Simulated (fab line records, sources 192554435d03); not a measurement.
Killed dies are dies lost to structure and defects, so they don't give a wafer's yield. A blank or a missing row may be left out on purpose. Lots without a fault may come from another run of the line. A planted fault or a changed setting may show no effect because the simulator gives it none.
fab line records | flow n5_finfet
record lots=24 wafers=72 last_day=18
route steps=1938 shown BEOL_M10@1506 BEOL_M11@1550
lots that met no fault: from a run of the same line without faults
start_h: hours from the record's first day to the start of the lot's first wafer shown | wait_h: hours since the lot's step before | " the same as in the row above | L1.1+2: a row that stands for several wafers | - no value, or no start given | * or withheld: withheld | < > ~ a bound
route shown NAME@n: a module of which the file shows steps, and the number in the route of the first | usual: mean/standard deviation of fault-free wafers | same: alike in all rows | chamber/n: place in a boat | sites: the reading at each site | _std_site: their standard deviation | _edge_site: outer sites' mean less inner sites' | radius_mm: how far each site lies from the wafer's centre | mask NAME#n: copy n | behind: the tool/chamber that last shaped the wafer | hold: why the lot was held/for how many hours/how that ended | device: the transistor (n, p or np) that didn't switch | end of line: the same wafers' tests at the end of the route | a step without rows: its recipe alone | killed: dies lost to structure and defects at the first sort, not the wafer's yield | map: a wafer's dies, x killed, . not, _ none there
set.NAME: the setting as run; set.NAME@STEP: as run at that earlier step | model.NAME: the simulator's own value behind a step, which no gauge read
steps of the route over a sample of lots; a table a step, a row a wafer
services: from which hour (start_h, from the record's first day; less than 0 if before it) a tool's chamber was out of use, for how many hours, and why
## steps
# step N5_BEOL_M10_ETCH_65
# recipe chemistry=CF4 target=SiARC target_depth_a=390 mask_material=CAR-ArF time_s=65 ion_energy_ev=80 pressure_mtorr=40 source_w=545 bias_w=36 Ar_flow_sccm=100 cf4_flow_sccm=100 ends=cleared
# usual drypump_motor_current_A=5.8/0.4 etch_rf_on_time_s=64.9/0.97 oes_product_au=0.68/0.063 rf_vpp_V=184.3/1.1 showerhead_plenum_p_Torr=2.16/0.065 throttle_valve_pct=15.67/0.29
# columns lot.wafer tool chamber start_h wait_h drypump_motor_current_A etch_rf_on_time_s oes_product_au rf_hours_counter_h rf_vpp_V showerhead_plenum_p_Torr throttle_valve_pct
L074.1 rie_diel-06 2 224.68 0.0 6.8 65.6 0.63 194 183.2 2.13 16.11
L074.4 " 0 " " 5.7 65.1 0.64 152 183.5 2.14 15.74
L074.5 " 3 " " 5.4 63.1 0.71 - 183.5 2.16 15.47
L076.1 rie_diel-03 1 236.98 0.0 5.8 66.1 0.73 52 185.2 2.27 15.33
L076.3 " 2 " " 5.6 65.5 0.66 125 185.9 2.23 15.78
L076.5 " 0 " " 6.0 65.9 0.59 - 185.9 2.20 16.02
L078.1 rie_diel-01 2 255.81 0.0 5.9 65.6 0.60 214 184.6 2.21 15.87
L078.4 " 1 " " 5.5 64.2 0.68 134 183.6 2.15 15.31
L078.5 " 3 " " 6.1 64.4 0.74 - 183.2 2.10 15.19
L075.3 rie_diel-03 1 256.57 0.0 5.8 65.8 0.72 59 186.7 2.26 15.33
L075.5 " 2 " " 5.6 65.2 0.66 - 183.8 2.23 15.79
L075.6 " 1 " " 5.8 65.1 0.73 - 184.7 2.26 15.34
L077.1 rie_diel-06 0 267.73 0.0 5.7 65.3 0.63 166 184.3 2.14 15.76
L077.5 " 2 " " 6.8 65.9 0.61 - 182.8 2.13 16.15
L077.6 " 1 " " 5.8 64.1 0.68 - 182.7 2.07 15.86
L083.1 rie_diel-06 0 279.04 0.0 5.7 65.8 0.63 171 184.1 2.14 15.77
L083.2 " 3 " " 5.4 64.2 0.69 121 185.4 2.15 15.50
L083.5 " 0 " " 5.7 65.2 0.63 - 185.1 2.14 15.76
L079.2 rie_diel-01 2 288.49 0.0 5.9 65.5 0.60 224 185.4 2.21 15.89
L079.4 " 1 " " 5.5 64.0 0.67 145 182.8 2.15 15.34
L079.6 " 2 " " 5.8 64.5 0.60 - 184.8 2.21 15.89
L080.1 rie_diel-06 0 293.13 0.0 5.7 66.3 0.62 178 182.5 2.14 15.77
L080.2 " 2 " " 6.8 67.1 0.60 220 184.6 2.12 16.18
L080.5 " 1 " " 5.8 64.8 0.68 - 183.3 2.07 15.87
L081.1 rie_diel-01 2 293.55 0.0 5.9 65.8 0.59 226 183.3 2.21 15.89
L081.2 " 1 " " 5.5 64.1 0.67 146 184.8 2.15 15.33
L081.5 " 1 " " 5.5 63.7 0.66 - 184.9 2.15 15.34
L084.1 rie_diel-01 1 302.36 0.0 5.5 63.6 0.66 149 183.6 2.14 15.32
L084.4 " 2 " " 5.9 65.2 0.59 229 184.1 2.20 15.89
L084.5 " 1 " " 5.5 63.5 0.67 - 183.5 2.14 15.34
L082.2 rie_diel-03 2 304.48 0.0 5.6 65.3 0.64 150 185.1 2.22 15.82
L082.4 " 3 " " 5.1 65.3 0.84 1 185.7 2.28 15.39
L082.5 " 3 " " 5.1 65.5 0.84 - 186.4 2.28 15.39
L087.3 rie_diel-03 2 307.51 0.0 5.7 65.1 0.65 152 185.3 2.22 15.82
L087.5 " 1 " " 5.8 66.4 0.70 - 186.4 2.26 15.38
L087.6 " 0 " " 6.0 63.9 0.82 - 184.7 2.19 15.57
L085.2 rie_diel-01 2 316.85 0.0 5.8 64.9 0.60 234 184.8 2.20 15.92
L085.5 " 0 " " 5.4 65.8 0.69 - 183.8 2.09 15.93
L085.6 " 3 " " 6.1 64.7 0.71 - 184.5 2.09 15.23
L086.1 rie_diel-03 1 321.96 0.0 5.8 65.7 0.70 84 184.8 2.25 15.40
L086.3 " 2 " " 5.7 65.5 0.65 157 183.8 2.22 15.84
L086.4 " 3 " " 5.1 65.4 0.82 8 188.2 2.28 15.41
L088.1 rie_diel-01 3 326.35 0.0 6.1 63.8 0.72 54 183.3 2.09 15.23
L088.2 " 1 " " 5.5 63.5 0.66 158 185.4 2.14 15.35
L088.3 " 2 " " 5.9 64.8 0.60 237 184.6 2.20 15.91
L090.1 rie_diel-06 2 326.87 0.0 6.8 65.4 0.60 234 183.9 2.12 16.20
L090.4 " 1 " " 5.8 63.7 0.67 128 183.7 2.06 15.91
L090.5 " 2 " " 6.8 65.6 0.60 - 184.6 2.12 16.20
L089.1 rie_diel-01 3 333.75 0.0 6.1 64.0 0.72 57 182.6 2.09 15.23
L089.4 " 0 " " 5.4 64.9 0.69 86 183.8 2.09 15.93
L089.6 " 0 " " 5.5 65.1 0.69 - 182.7 2.09 15.92
L091.1 rie_diel-01 1 348.65 0.0 5.5 63.0 0.66 167 183.1 2.14 15.38
L091.4 " 0 " " 5.5 65.2 0.69 93 184.0 2.08 15.96
L091.5 " 1 " " 5.5 63.2 0.66 - 184.5 2.14 15.39
L092.1 rie_diel-06 1 350.15 0.0 5.8 64.3 0.66 138 183.6 2.06 15.93
L092.4 " 0 " " 5.7 65.8 0.60 199 184.1 2.13 15.81
L092.5 " 0 " " 5.7 66.0 0.61 - 183.4 2.13 15.83
L093.1 rie_diel-01 3 354.13 0.0 6.1 64.1 0.70 65 183.1 2.08 15.25
L093.4 " 1 " " 5.5 63.4 0.65 169 185.0 2.14 15.38
L093.6 " 3 " " 6.1 64.7 0.70 - 183.0 2.08 15.26
L096.1 rie_diel-03 0 357.78 0.0 6.0 63.6 0.79 29 184.6 2.19 15.59
L096.3 " 3 " " 5.1 65.9 0.79 22 185.9 2.27 15.42
L096.5 " 2 " " 5.6 66.3 0.63 - 183.8 2.22 15.86
L095.3 rie_diel-03 0 362.18 0.0 6.0 63.3 0.78 30 185.3 2.19 15.59
L095.5 " 3 " " 5.1 64.7 0.79 - 186.3 2.27 15.44
L095.6 " 2 " " 5.7 65.0 0.63 - 183.2 2.22 15.85
L094.1 rie_diel-01 0 362.25 0.0 5.4 65.0 0.68 98 182.9 2.08 15.98
L094.5 " 0 " " 5.5 65.2 0.68 - 182.6 2.08 15.96
L094.6 " 3 " " 6.1 63.9 0.70 - 182.9 2.08 15.26
L097.2 rie_diel-03 3 382.83 0.0 5.1 65.3 0.78 31 183.1 2.27 15.45
L097.4 " 0 " " 6.0 64.0 0.77 36 184.3 2.18 15.60
L097.6 " 3 " " 5.1 65.8 0.77 - 185.9 2.27 15.43
# step N5_BEOL_M10_CURE_72
# recipe temp_c=370 time_s=120 ambient=DMADMS/He material=SiCOH_lowk
# usual lamp_power_pct=52.30/0.055 wafer_temp_C_max=372.0/0.89
# columns lot.wafer tool chamber start_h wait_h lamp_power_pct wafer_temp_C_max
L074.1 uv_cure-02 2 225.33 0.0 52.29 373.7
L074.4 " 2 " " 52.26 372.8
L074.5 " 2 " " 52.24 373.0
L076.1 uv_cure-02 0 237.64 0.0 52.24 370.9
L076.3 " 0 " " 52.29 371.2
L076.5 " 0 " " 52.29 371.1
L078.1 uv_cure-02 0 256.46 0.0 52.23 371.4
L078.4 " 0 " " 52.28 371.3
L078.5 " 0 " " 52.24 371.0
L075.3 uv_cure-01 1 257.42 0.2 52.37 371.2
L075.5 " 1 " " 52.46 371.9
L075.6 " 1 " " 52.25 371.7
L077.1 uv_cure-01 1 268.39 0.0 52.33 371.5
L077.5 " 1 " " 52.33 371.5
L077.6 " 1 " " 52.36 371.1
L083.1 uv_cure-02 2 279.75 0.1 52.26 373.7
L083.2 " 2 " " 52.30 373.0
L083.5 " 2 " " 52.22 372.8
L079.2 uv_cure-02 2 289.19 0.1 52.30 373.2
L079.4 " 2 " " 52.34 372.4
L079.6 " 2 " " 52.32 373.8
L080.1 uv_cure-02 0 293.79 0.0 52.35 371.4
L080.2 " 0 " " 52.29 370.6
L080.5 " 0 " " 52.33 371.1
L081.1 uv_cure-03 0 294.20 0.0 52.34 373.4
L081.2 " 0 " " 52.35 373.1
L081.5 " 0 " " 52.28 373.7
L084.1 uv_cure-01 2 303.23 0.3 52.34 371.7
L084.4 " 2 " " 52.30 371.5
L084.5 " 2 " " 52.34 371.7
L082.2 uv_cure-03 2 305.18 0.1 52.33 371.8
L082.4 " 2 " " 52.29 371.0
L082.5 " 2 " " 52.30 371.3
L087.3 uv_cure-03 2 308.29 0.2 52.41 371.4
L087.5 " 2 " " 52.26 371.6
L087.6 " 2 " " 52.34 371.6
L085.2 uv_cure-02 1 317.55 0.1 52.30 371.9
L085.5 " 1 " " 52.36 372.3
L085.6 " 1 " " 52.29 372.6
L086.1 uv_cure-02 1 322.61 0.0 52.33 372.0
L086.3 " 1 " " 52.32 372.3
L086.4 " 1 " " 52.28 372.0
L088.1 uv_cure-01 0 327.00 0.0 52.36 372.1
L088.2 " 0 " " 52.27 371.8
L088.3 " 0 " " 52.31 371.9
L090.1 uv_cure-02 0 327.62 0.0 52.28 371.3
L090.4 " 0 " " 52.33 371.4
L090.5 " 0 " " 52.25 371.2
L089.1 uv_cure-01 2 334.68 0.2 52.28 372.2
L089.4 " 2 " " 52.36 371.5
L089.6 " 2 " " 52.31 371.5
L091.1 uv_cure-01 2 349.31 0.0 52.36 372.1
L091.4 " 2 " " 52.30 371.7
L091.5 " 2 " " 52.29 371.7
L092.1 uv_cure-03 2 350.81 0.0 52.23 371.1
L092.4 " 2 " " 52.28 370.9
L092.5 " 2 " " 52.33 371.2
L093.1 uv_cure-02 0 354.80 0.0 52.29 370.8
L093.4 " 0 " " 52.36 371.5
L093.6 " 0 " " 52.32 370.8
L096.1 uv_cure-01 2 358.43 0.0 52.20 371.5
L096.3 " 2 " " 52.27 372.0
L096.5 " 2 " " 52.22 371.5
L094.1 uv_cure-02 2 362.91 0.0 52.23 372.3
L094.5 " 2 " " 52.33 374.3
L094.6 " 2 " " 52.24 372.8
L095.3 uv_cure-03 0 362.94 0.1 52.31 372.5
L095.5 " 0 " " 52.29 374.1
L095.6 " 0 " " 52.35 373.5
L097.2 uv_cure-03 1 383.55 0.1 52.31 372.4
L097.4 " 1 " " 52.29 372.6
L097.6 " 1 " " 52.37 372.6
# step N5_BEOL_M10_PRE_CLEAN_45
# recipe gas=H2/He time_s=30 temp_c=250
# usual heater_power_w=313/26
# columns lot.wafer tool chamber start_h wait_h heater_power_w
L074.1 pvd_sputter-03 - 226.45 0.0 326
L074.4 " - " " 314
L074.5 " - " " 343
L076.1 pvd_sputter-02 - 238.45 0.0 332
L076.3 " - " " 301
L076.5 " - " " 307
L078.1 pvd_sputter-01 - 256.85 0.0 304
L078.4 " - " " 255
L078.5 " - " " 283
L075.3 pvd_sputter-02 - 259.48 0.0 306
L075.5 " - " " 336
L075.6 " - " " 370
L077.1 pvd_sputter-01 - 268.75 0.0 290
L077.5 " - " " 292
L077.6 " - " " 299
L083.1 pvd_sputter-01 - 280.55 0.0 259
L083.2 " - " " 309
L083.5 " - " " 252
L079.2 pvd_sputter-02 - 289.63 0.0 307
L079.4 " - " " 353
L079.6 " - " " 305
L080.1 pvd_sputter-03 - 294.67 0.0 338
L080.2 " - " " 295
L080.5 " - " " 342
L081.1 pvd_sputter-03 - 295.19 0.0 297
L081.2 " - " " 351
L081.5 " - " " 335
L084.1 pvd_sputter-01 - 303.84 0.0 283
L084.4 " - " " 253
L084.5 " - " " 308
L082.2 pvd_sputter-01 - 305.62 0.0 293
L082.4 " - " " 315
L082.5 " - " " 252
L087.3 pvd_sputter-03 - 308.66 0.0 319
L087.5 " - " " 294
L087.6 " - " " 318
L085.2 pvd_sputter-02 - 317.93 0.0 318
L085.5 " - " " 361
L085.6 " - " " 320
L086.1 pvd_sputter-03 - 324.78 0.0 317
L086.3 " - " " 299
L086.4 " - " " 336
L088.1 pvd_sputter-03 - 327.84 0.0 348
L088.2 " - " " 337
L088.3 " - " " 317
L090.1 pvd_sputter-02 - 328.30 0.0 359
L090.4 " - " " 318
L090.5 " - " " 307
L089.1 pvd_sputter-02 - 335.08 0.0 314
L089.4 " - " " 320
L089.6 " - " " 304
L091.1 pvd_sputter-03 - 349.96 0.0 288
L091.4 " - " " 340
L091.5 " - " " 322
L092.1 pvd_sputter-01 - 351.22 0.0 310
L092.4 " - " " 302
L092.5 " - " " 287
L093.1 pvd_sputter-03 - 355.46 0.0 339
L093.4 " - " " 329
L093.6 " - " " 318
L096.1 pvd_sputter-01 - 358.84 0.0 287
L096.3 " - " " 260
L096.5 " - " " 251
L095.3 pvd_sputter-03 - 363.51 0.0 343
L095.5 " - " " 329
L095.6 " - " " 294
L094.1 pvd_sputter-03 - 363.63 0.0 347
L094.5 " - " " 289
L094.6 " - " " 319
L097.2 pvd_sputter-03 - 384.10 0.0 330
L097.4 " - " " 342
L097.6 " - " " 286
# step N5_BEOL_M11_OVL_MEAS_12
# recipe points_per_wafer=44
# usual M11_OVL=0.3/0.71
# same points_per_wafer=44
# columns lot.wafer tool chamber start_h wait_h M11_OVL[nm]
L074.1 overlay-01 0 231.12 0.0 -0.6
L074.4 " 0 " " 0.8
L074.5 " 0 " " 0.2
L076.1 overlay-01 0 244.44 0.0 -0.9
L076.3 " 0 " " -0.8
L076.5 " 0 " " 0.0
L078.1 overlay-02 0 260.41 0.0 -0.4
L078.4 " 0 " " 1.5
L078.5 " 0 " " 0.5
L075.3 overlay-02 0 265.20 0.0 1.0
L075.5 " 0 " " 1.4
L075.6 " 0 " " 0.6
L077.1 overlay-02 0 272.84 0.0 2.1
L077.5 " 0 " " 1.6
L077.6 " 0 " " -0.6
L083.1 overlay-02 0 285.11 0.0 1.5
L083.2 " 0 " " 0.8
L083.5 " 0 " " 1.7
L079.2 overlay-02 0 294.39 0.0 0.8
L079.4 " 0 " " 1.1
L079.6 " 0 " " 2.0
L080.1 overlay-01 0 299.55 0.0 0.9
L080.2 " 0 " " -1.0
L080.5 " 0 " " 0.7
L081.1 overlay-02 0 299.92 0.0 -0.5
L081.2 " 0 " " 0.4
L081.5 " 0 " " 0.5
L084.1 overlay-02 0 308.56 0.0 1.1
L084.4 " 0 " " 0.6
L084.5 " 0 " " 2.0
L082.2 overlay-02 0 311.28 0.0 -0.1
L082.4 " 0 " " -0.6
L082.5 " 0 " " -0.3
L087.3 overlay-02 0 314.67 0.0 -0.2
L087.5 " 0 " " 0.9
L087.6 " 0 " " -0.6
L085.2 overlay-02 0 322.40 0.0 -0.4
L085.5 " 0 " " 0.5
L085.6 " 0 " " 0.1
L086.1 overlay-02 0 328.65 0.0 0.8
L086.3 " 0 " " 0.8
L086.4 " 0 " " 0.1
L088.1 overlay-02 0 331.75 0.0 -0.8
L088.2 " 0 " " -0.1
L088.3 " 0 " " -0.6
L090.1 overlay-01 0 334.81 0.0 0.3
L090.4 " 0 " " 0.4
L090.5 " 0 " " 0.3
L089.1 overlay-02 0 339.24 0.0 0.4
L089.4 " 0 " " -0.3
L089.6 " 0 " " 0.0
L091.1 overlay-01 0 355.15 0.0 0.7
L091.4 " 0 " " 0.2
L091.5 " 0 " " -0.9
L092.1 overlay-01 0 356.03 0.0 -0.4
L092.4 " 0 " " -0.9
L092.5 " 0 " " 0.3
L093.1 overlay-02 0 359.23 0.0 -0.1
L093.4 " 0 " " 0.0
L093.6 " 0 " " 1.7
L096.1 overlay-01 0 363.16 0.0 0.9
L096.3 " 0 " " -0.3
L096.5 " 0 " " -0.3
L095.3 overlay-01 0 368.93 0.0 0.1
L095.5 " 0 " " 0.3
L095.6 " 0 " " 0.6
L094.1 overlay-01 0 369.27 0.0 -0.5
L094.5 " 0 " " 0.3
L094.6 " 0 " " 0.3
L097.2 overlay-02 0 390.09 0.0 -0.4
L097.4 " 0 " " 0.3
L097.6 " 0 " " 1.1
# step N5_BEOL_M11_INSPECT_13
# recipe mode=adi inspect_instrument=brightfield
# usual raw_defect_count=462/100
# columns lot.wafer tool chamber start_h wait_h raw_defect_count
L074.1 defect_inspect-01 - 231.14 0.0 417
L074.4 " - " " 487
L074.5 " - " " 427
L076.1 defect_inspect-01 - 244.46 0.0 469
L076.3 " - " " 638
L076.5 " - " " 573
L078.1 defect_inspect-02 - 260.43 0.0 462
L078.4 " - " " 554
L078.5 " - " " 508
L075.3 defect_inspect-02 - 265.22 0.0 453
L075.5 " - " " 523
L075.6 " - " " 765
L077.1 defect_inspect-01 - 272.86 0.0 480
L077.5 " - " " 390
L077.6 " - " " 445
L083.1 defect_inspect-01 - 285.14 0.0 415
L083.2 " - " " 415
L083.5 " - " " 453
L079.2 defect_inspect-01 - 294.42 0.0 689
L079.4 " - " " 365
L079.6 " - " " 412
L080.1 defect_inspect-02 - 299.58 0.0 340
L080.2 " - " " 503
L080.5 " - " " 477
L081.1 defect_inspect-01 - 299.94 0.0 660
L081.2 " - " " 461
L081.5 " - " " 422
L084.1 defect_inspect-01 - 308.58 0.0 380
L084.4 " - " " 373
L084.5 " - " " 325
L082.2 defect_inspect-02 - 311.30 0.0 390
L082.4 " - " " 470
L082.5 " - " " 442
L087.3 defect_inspect-01 - 314.70 0.0 454
L087.5 " - " " 384
L087.6 " - " " 439
L085.2 defect_inspect-02 - 322.43 0.0 567
L085.5 " - " " 657
L085.6 " - " " 420
L086.1 defect_inspect-02 - 328.67 0.0 497
L086.3 " - " " 456
L086.4 " - " " 409
L088.1 defect_inspect-02 - 331.77 0.0 483
L088.2 " - " " 467
L088.3 " - " " 490
L090.1 defect_inspect-01 - 334.83 0.0 535
L090.4 " - " " 362
L090.5 " - " " 444
L089.1 defect_inspect-01 - 339.27 0.0 313
L089.4 " - " " 373
L089.6 " - " " 425
L091.1 defect_inspect-01 - 355.17 0.0 400
L091.4 " - " " 316
L091.5 " - " " 436
L092.1 defect_inspect-01 - 356.05 0.0 331
L092.4 " - " " 371
L092.5 " - " " 402
L093.1 defect_inspect-01 - 359.25 0.0 368
L093.4 " - " " 443
L093.6 " - " " 441
L096.1 defect_inspect-01 - 363.18 0.0 391
L096.3 " - " " 445
L096.5 " - " " 311
L095.3 defect_inspect-01 - 368.96 0.0 419
L095.5 " - " " 437
L095.6 " - " " 469
L094.1 defect_inspect-02 - 369.29 0.0 609
L094.5 " - " " 491
L094.6 " - " " 561
L097.2 defect_inspect-01 - 390.12 0.0 339
L097.4 " - " " 340
L097.6 " - " " 399
# step N5_BEOL_M11_HM_OPEN_17
# recipe chemistry=Cl2/BCl3 target_depth_a=200 overetch_a=60 target=TiN mask_material=SOC ion_energy_ev=150 pressure_mtorr=10 icp_w=1000 bias_w=126 Cl2_flow_sccm=53.25 bcl3_flow_sccm=21.75 Ar_flow_sccm=25
# usual drypump_motor_current_A=5.9/0.41 oes_product_au=0.64/0.061 throttle_valve_pct=22.01/0.14
# columns lot.wafer tool chamber start_h wait_h drypump_motor_current_A oes_product_au rf_hours_counter_h throttle_valve_pct
L074.1 rie_metal-01 0 231.46 0.0 5.8 0.74 16 21.95
L074.4 " 0 " " 5.7 0.76 - 21.92
L074.5 " 1 " " 5.3 0.65 - 21.86
L076.1 rie_metal-03 0 244.79 0.0 6.1 0.55 95 22.32
L076.3 " 0 " " 6.1 0.56 - 22.31
L076.5 " 0 " " 6.1 0.56 - 22.31
L078.1 rie_metal-03 0 260.74 0.0 6.2 0.55 97 22.31
L078.4 " 0 " " 6.2 0.56 - 22.30
L078.5 " 0 " " 6.2 0.56 - 22.32
L075.3 rie_metal-01 1 265.56 0.1 5.3 0.65 - 21.86
L075.5 " 1 " " 5.3 0.64 - 21.90
L075.6 " 0 " " 5.8 0.73 - 21.93
L077.1 rie_metal-01 0 273.38 0.0 5.8 0.73 21 21.94
L077.5 " 1 " " 5.3 0.63 - 21.89
L077.6 " 0 " " 5.7 0.73 - 21.94
L083.1 rie_metal-01 1 285.48 0.0 5.3 0.62 54 21.91
L083.2 " 0 " " 5.8 0.72 22 21.95
L083.5 " 1 " " 5.3 0.62 - 21.88
L079.2 rie_metal-02 1 294.72 0.0 6.3 0.61 61 21.96
L079.4 " 0 " " 6.5 0.58 - 22.02
L079.6 " 0 " " 6.4 0.58 - 22.01
L080.1 rie_metal-01 0 299.88 0.0 5.7 0.72 23 21.92
L080.2 " 1 " " 5.3 0.64 55 21.88
L080.5 " 1 " " 5.3 0.63 - 21.89
L081.1 rie_metal-03 0 300.25 0.0 6.1 0.55 100 22.33
L081.2 " 1 " " 6.0 0.70 28 21.97
L081.5 " 1 " " 6.0 0.69 - 21.98
L084.1 rie_metal-02 1 308.92 0.0 6.3 0.62 63 21.97
L084.4 " 0 " " 6.5 0.57 - 22.00
L084.5 " 0 " " 6.5 0.58 - 22.00
L082.2 rie_metal-01 1 311.62 0.0 5.3 0.62 56 21.91
L082.4 " 0 " " 5.8 0.72 - 21.95
L082.5 " 0 " " 5.7 0.72 - 21.95
L087.3 rie_metal-03 1 315.34 0.1 6.0 0.71 - 21.99
L087.5 " 1 " " 6.0 0.69 - 21.97
L087.6 " 0 " " 6.1 0.55 - 22.33
L085.2 rie_metal-03 1 322.73 0.0 5.9 0.69 29 21.98
L085.5 " 0 " " 6.1 0.55 - 22.33
L085.6 " 1 " " 6.0 0.68 - 22.01
L086.1 rie_metal-01 0 329.01 0.0 5.8 0.73 25 21.93
L086.3 " 1 " " 5.3 0.63 - 21.90
L086.4 " 0 " " 5.8 0.72 - 21.94
L088.1 rie_metal-03 1 332.08 0.0 5.9 0.69 30 21.99
L088.2 " 0 " " 6.0 0.55 102 22.33
L088.3 " 0 " " 6.1 0.55 - 22.32
L090.1 rie_metal-02 1 335.64 0.0 6.3 0.61 65 21.97
L090.4 " 0 " " 6.5 0.57 - 22.01
L090.5 " 0 " " 6.5 0.57 - 22.01
L089.1 rie_metal-02 1 339.92 0.0 6.3 0.61 65 21.98
L089.4 " 1 " " 6.3 0.61 - 21.98
L089.6 " 1 " " 6.3 0.61 - 21.97
L091.1 rie_metal-01 1 355.66 0.0 5.3 0.61 60 21.91
L091.4 " 0 " " 5.8 0.71 - 21.95
L091.5 " 0 " " 5.8 0.71 - 21.95
L092.1 rie_metal-02 1 356.64 0.0 6.4 0.61 66 21.99
L092.4 " 0 " " 6.5 0.57 - 22.03
L092.5 " 0 " " 6.5 0.57 - 22.01
L093.1 rie_metal-01 1 359.64 0.0 5.3 0.61 61 21.91
L093.4 " 0 " " 5.7 0.70 - 21.96
L093.6 " 0 " " 5.7 0.70 - 21.97
L096.1 rie_metal-03 1 363.49 0.0 6.0 0.68 35 21.99
L096.3 " 1 " " 6.0 0.68 - 21.98
L096.5 " 1 " " 6.0 0.68 - 21.98
L095.3 rie_metal-02 1 369.42 0.1 6.3 0.60 - 21.99
L095.5 " 1 " " 6.3 0.61 - 21.99
L095.6 " 0 " " 6.5 0.57 - 22.01
L094.1 rie_metal-01 1 369.60 0.0 5.3 0.61 61 21.92
L094.5 " 0 " " 5.8 0.69 - 21.97
L094.6 " 1 " " 5.3 0.62 - 21.93
L097.2 rie_metal-01 0 390.42 0.0 5.8 0.69 32 21.97
L097.4 " 0 " " 5.8 0.70 - 21.98
L097.6 " 1 " " 5.3 0.61 - 21.92
## services
# columns tool chamber start_h hours kind
uv_cure-03 - 213.11 1.6 repair
uv_cure-02 - 238.24 6.0 pm
rie_metal-03 1 239.02 11.6 repair
rie_diel-01 1 247.05 2.6 repair
rie_diel-03 3 247.54 9.3 repair
rie_metal-03 - 258.26 0.4 repair
rie_diel-03 0 259.40 - clean
rie_diel-03 - 267.25 1.6 repair
uv_cure-03 - 271.63 2.1 pm
uv_cure-03 - 287.93 0.3 repair
uv_cure-01 - 299.81 3.4 pm
rie_metal-01 0 302.31 5.3 repair
uv_cure-02 - 305.01 7.5 pm
uv_cure-01 - 318.78 1.0 pm
rie_diel-03 2 330.71 4.4 repair
uv_cure-01 - 331.47 2.3 repair
uv_cure-01 - 343.58 1.4 repair
rie_diel-01 2 357.51 - clean
rie_diel-01 2 357.51 - consumable_replace:focus_ring
rie_diel-01 2 357.51 16.1 scheduled_down
rie_diel-01 2 357.51 16.1 vent_cycle
rie_metal-01 1 362.21 3.6 repair
rie_diel-06 - 370.27 2.8 pm
rie_diel-06 1 389.46 5.7 repair
## key
fault none
